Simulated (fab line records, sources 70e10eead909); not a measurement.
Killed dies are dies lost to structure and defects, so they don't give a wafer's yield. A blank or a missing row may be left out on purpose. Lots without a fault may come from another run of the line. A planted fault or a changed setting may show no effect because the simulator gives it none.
Which tool did it? | flow nand_harc | 13 lots, 39 wafers sampled, at 6 steps of a route of 1302

WHAT THE GAUGES READ, wafer by wafer
NHARC_P_GATE_OVL_MEAS_27.
lot  | measured     | on         | overlay_x_nm (nm) | overlay_y_nm (nm)
L731 | day 5 08:46  | overlay-01 | 1.1 0.8 0.9       | 0.8 1.5 0.7
L732 | day 5 09:25  | overlay-02 | -0.6 -0.3 -0.4    | -0.9 -1.6 -0.5
L735 | day 6 17:40  | overlay-02 | 1.1 0.6 1.1       | 0.3 0.0 0.2
L737 | day 7 23:47  | overlay-01 | 1.4 1.0 1.6       | -0.3 -0.5 -0.3
L738 | day 7 23:56  | overlay-02 | -0.6 -0.1 -0.2    | -0.9 -0.4 -0.7
L740 | day 8 13:26  | overlay-01 | -0.8 -0.8 -0.6    | 0.5 0.3 1.0
L741 | day 9 01:58  | overlay-01 | 0.2 0.3 0.6       | 0.4 0.2 0.5
L742 | day 9 13:10  | overlay-01 | -0.1 -0.3 -0.1    | 0.7 0.6 0.8
L743 | day 9 19:36  | overlay-01 | 0.2 0.1 0.4       | 0.8 0.9 0.1
L744 | day 10 12:52 | overlay-01 | 0.7 0.4 0.5       | -0.7 -0.6 -0.5
L745 | day 11 02:45 | overlay-02 | 0.1 -0.7 0.2      | 0.2 -0.1 0.8
L748 | day 11 22:37 | overlay-02 | -0.7 -0.9 -1.1    | -0.2 -0.8 -0.7
L750 | day 12 22:16 | overlay-02 | 0.1 0.0 0.7       | -0.9 -1.0 -1.0

NHARC_P_GATE_INSPECT_68.
lot  | measured     | on                | raw_defect_count
L731 | day 6 03:17  | defect_inspect-02 | 255 436 231
L732 | day 6 04:04  | defect_inspect-01 | 203 120 225
L735 | day 7 14:13  | defect_inspect-02 | 107 109 155
L737 | day 8 18:05  | defect_inspect-02 | 233 196 221
L738 | day 8 18:16  | defect_inspect-02 | 150 223 337
L740 | day 9 11:38  | defect_inspect-01 | 385 402 512
L741 | day 9 20:29  | defect_inspect-02 | 166 239 171
L742 | day 10 07:21 | defect_inspect-01 | 303 271 598
L743 | day 10 13:56 | defect_inspect-01 | 162 270 216
L744 | day 11 07:44 | defect_inspect-02 | 147 128 165
L745 | day 11 21:10 | defect_inspect-01 | 151 211 195
L748 | day 12 17:01 | defect_inspect-01 | 565 543 573 570 560 571
L750 | day 13 16:59 | defect_inspect-02 | 731 747 648 724 770 648

NHARC_END_SORT_01.
lot  | measured     | on        | defect_limited_yield (%) | killed_at_array | killed_at_other | killed_at_periphery | killed_dies | killed_open | killed_short | sort_bin_2_pct (%) | sort_bin_3_pct (%) | sort_bin_4_pct (%) | sort_n_pass | sort_rim_yield_pct (%) | sort_yield_pct (%)
L731 | day 25 06:15 | prober-02 | 94.8 94.5 96.0           | 27 30 26        | 0 0 0           | 8 7 1               | 35 37 27    | 4 1 2       | 1 7 1        | 2.1 1.6 0.7        | 0.1 0.3 0.6        | 3.0 3.5 2.7        | 642 640 650 | 91 92 93               | 94.8 94.5 96.0
L744 | day 30 07:37 | prober-01 | 91.3 89.5 91.9           | 54 64 49        | 1 1 1           | 4 6 5               | 59 71 55    | 1 6 5       | 1 3 4        | 3.7 3.1 2.8        | 0.3 0.9 0.3        | 4.7 6.5 5.0        | 618 606 622 | 89 92 90               | 91.3 89.5 91.9
L745 | day 29 23:02 | prober-01 | 92.6 91.6 93.4           | 47 54 41        | 1 0 0           | 2 3 4               | 50 57 45    | 2 5 4       | 2 1 0        | 3.2 2.8 1.9        | 0.3 0.1 0.6        | 3.8 5.5 4.1        | 627 620 632 | 85 91 91               | 92.6 91.6 93.4

WHICH TOOL RAN EACH LOT (tool, then ch and the chambers of the sampled wafers, then the start)
lot  | NHARC_P_GATE_STRIP_75                | NHARC_P_GATE_PRE_CLEAN_110   | NHARC_P_GATE_RTA_80
L731 | plasma_asher-01 ch 0,1, day 5 21:37  | pvd_sputter-02, day 6 02:23  | rtp_anneal-01 ch 0, day 6 02:43
L732 | plasma_asher-02 ch 0,1, day 5 22:16  | pvd_sputter-01, day 6 03:09  | rtp_anneal-01 ch 0, day 6 03:28
L735 | plasma_asher-02 ch 0,1, day 7 08:30  | pvd_sputter-03, day 7 13:19  | rtp_anneal-02 ch 0, day 7 13:35
L737 | plasma_asher-01 ch 0,1, day 8 12:31  | pvd_sputter-03, day 8 17:11  | rtp_anneal-02 ch 0, day 8 17:26
L738 | plasma_asher-02 ch 0,1, day 8 12:43  | pvd_sputter-02, day 8 17:21  | rtp_anneal-01 ch 0, day 8 17:38
L740 | plasma_asher-02 ch 0,1, day 9 05:06  | pvd_sputter-02, day 9 09:54  | rtp_anneal-02 ch 0, day 9 10:09
L741 | plasma_asher-01 ch 0,1, day 9 14:38  | pvd_sputter-02, day 9 19:24  | rtp_anneal-01 ch 0, day 9 19:53
L742 | plasma_asher-01 ch 0,1, day 10 01:47 | pvd_sputter-03, day 10 06:25 | rtp_anneal-01 ch 0, day 10 06:40
L743 | plasma_asher-01 ch 0,1, day 10 08:11 | pvd_sputter-02, day 10 13:02 | rtp_anneal-01 ch 0, day 10 13:16
L744 | plasma_asher-01 ch 0,1, day 11 01:40 | pvd_sputter-03, day 11 06:32 | rtp_anneal-02 ch 0, day 11 07:08
L745 | plasma_asher-01 ch 0,1, day 11 15:29 | pvd_sputter-03, day 11 20:15 | rtp_anneal-02 ch 0, day 11 20:31
L748 | plasma_asher-01 ch 0,1, day 12 11:23 | pvd_sputter-03, day 12 16:06 | rtp_anneal-02 ch 0, day 12 16:23
L750 | plasma_asher-02 ch 0,1, day 13 11:05 | pvd_sputter-03, day 13 16:02 | rtp_anneal-02 ch 0, day 13 16:17
- NHARC_P_GATE_STRIP_75: strips in O2.
- NHARC_P_GATE_PRE_CLEAN_110: time 30 s.
- NHARC_P_GATE_RTA_80: time 30 s.

WHAT THE TOOLS THEMSELVES READ (means of the sampled wafers that have a number; where no wafer has one, the mark that the record gives instead)
NHARC_P_GATE_STRIP_75.
lot  | tool            | drypump_motor_current_A (A) | heater_power_w (W)
L731 | plasma_asher-01 | 6.1                         | 348
L732 | plasma_asher-02 | 5.6                         | 331
L735 | plasma_asher-02 | 5.6                         | 329
L737 | plasma_asher-01 | 5.6                         | 333
L738 | plasma_asher-02 | 5.3                         | 325
L740 | plasma_asher-02 | 5.3                         | 323
L741 | plasma_asher-01 | 6.0                         | 343
L742 | plasma_asher-01 | 6.1                         | 347
L743 | plasma_asher-01 | 5.5                         | 325
L744 | plasma_asher-01 | 5.6                         | 328
L745 | plasma_asher-01 | 6.1                         | 338
L748 | plasma_asher-01 | 6.1                         | 344
L750 | plasma_asher-02 | 5.3                         | 338

NHARC_P_GATE_RTA_80.
lot  | tool          | lamp_power_pct (%) | wafer_temp_C_max
L731 | rtp_anneal-01 | 2.52               | 301.1
L732 | rtp_anneal-01 | 2.52               | 300.9
L735 | rtp_anneal-02 | 1.95               | 301.3
L737 | rtp_anneal-02 | 1.95               | 301.3
L738 | rtp_anneal-01 | 2.52               | 300.9
L740 | rtp_anneal-02 | 1.95               | 301.2
L741 | rtp_anneal-01 | 2.53               | 300.9
L742 | rtp_anneal-01 | 2.52               | 300.7
L743 | rtp_anneal-01 | 2.52               | 300.5
L744 | rtp_anneal-02 | 1.95               | 301.2
L745 | rtp_anneal-02 | 1.95               | 301.0
L748 | rtp_anneal-02 | 1.95               | 301.1
L750 | rtp_anneal-02 | 1.95               | 301.2

THE ANSWER, worked out from the rows above alone
Rule: what is usual is taken from the lots themselves. Put in order of their means at a reading, lots are off if they are a third of the lots or fewer, leave a main group of 4 or more, and stand apart from it by a gap of 3 or more times the standard deviation of the main group's means; of several such gaps the widest counts. A main group whose means are all the same, to the digits that the tables above print for the reading, isn't used. A lot without any number at a reading at which 4 lots or more have one is off too. The other lots that the step has rows for count as sound. The gauges are gone through in route order, then the tools' own readings, and for those a lot's mean is taken as printed above. The first step at which some lot is off is used, and at that step the reading that is off furthest; a lot without a number counts as furthest.
No lot is off at any reading shown: from this, nothing can be told.

WHAT THE SIMULATOR HAD PUT IN
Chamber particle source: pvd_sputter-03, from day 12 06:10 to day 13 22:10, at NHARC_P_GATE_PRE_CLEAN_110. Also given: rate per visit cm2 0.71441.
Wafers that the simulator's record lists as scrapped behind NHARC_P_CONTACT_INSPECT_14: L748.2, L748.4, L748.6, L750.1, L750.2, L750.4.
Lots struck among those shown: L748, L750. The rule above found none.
